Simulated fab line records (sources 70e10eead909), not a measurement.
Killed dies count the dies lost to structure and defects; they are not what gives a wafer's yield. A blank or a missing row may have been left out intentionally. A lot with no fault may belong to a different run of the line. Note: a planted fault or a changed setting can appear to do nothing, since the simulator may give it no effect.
Matching of chambers    flow nand_harc    NHARC_A_STAIRCASE_DEP_325 on pecvd-02: 3 sister chambers
The step deposits SiO2, target thk 7200 nm. 3 wafers are shown with their chamber, then 11 later ones without.

== WAFERS WITH THEIR CHAMBER ==
wafer   chamber  heater_power_w (W)
L082.1  1        638
L086.4  2        644
L094.4  0        786

== WAFERS WITHOUT THEIR CHAMBER ==
wafer   heater_power_w (W)
L094.5  647
L094.6  613
L096.1  758
L096.2  898
L096.3  791
L095.1  941
L095.2  739
L095.5  618
L097.2  628
L097.3  871
L097.5  635

== WHICH CHAMBER EACH ONE RAN IN ==
wafer    from the rows above            in truth
L094.5   can't be placed: 2 or 1        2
L094.6   can't be placed: 1 or 2        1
L096.1   can't be placed: 0 or 2 or 1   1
L096.2   0                              0
L096.3   0                              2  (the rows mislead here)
L095.1   0                              0
L095.2   can't be placed: 0 or 2 or 1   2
L095.5   can't be placed: 1 or 2        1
L097.2   can't be placed: 1 or 2        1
L097.3   0                              0
L097.5   can't be placed: 1 or 2        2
3 of 11 placed correctly. From these rows, 7 cannot be placed; in 7 the true chamber is one of the candidates. 1 placed wrongly.
How it was worked out, from the rows above alone: a wafer's distance from a chamber is the root of the sum, over the readings, of the square of ((its reading less the chamber's mean) divided by the reading's scatter). If the next closest chamber is less than 2 further off than the closest, the wafer can't be placed; otherwise it belongs to the closest. Each chamber's mean is taken over the wafers shown for it. The scatter (one wafer shown for each chamber): square how far every hidden wafer sits from the nearest shown wafer, average those squares and take the square root.
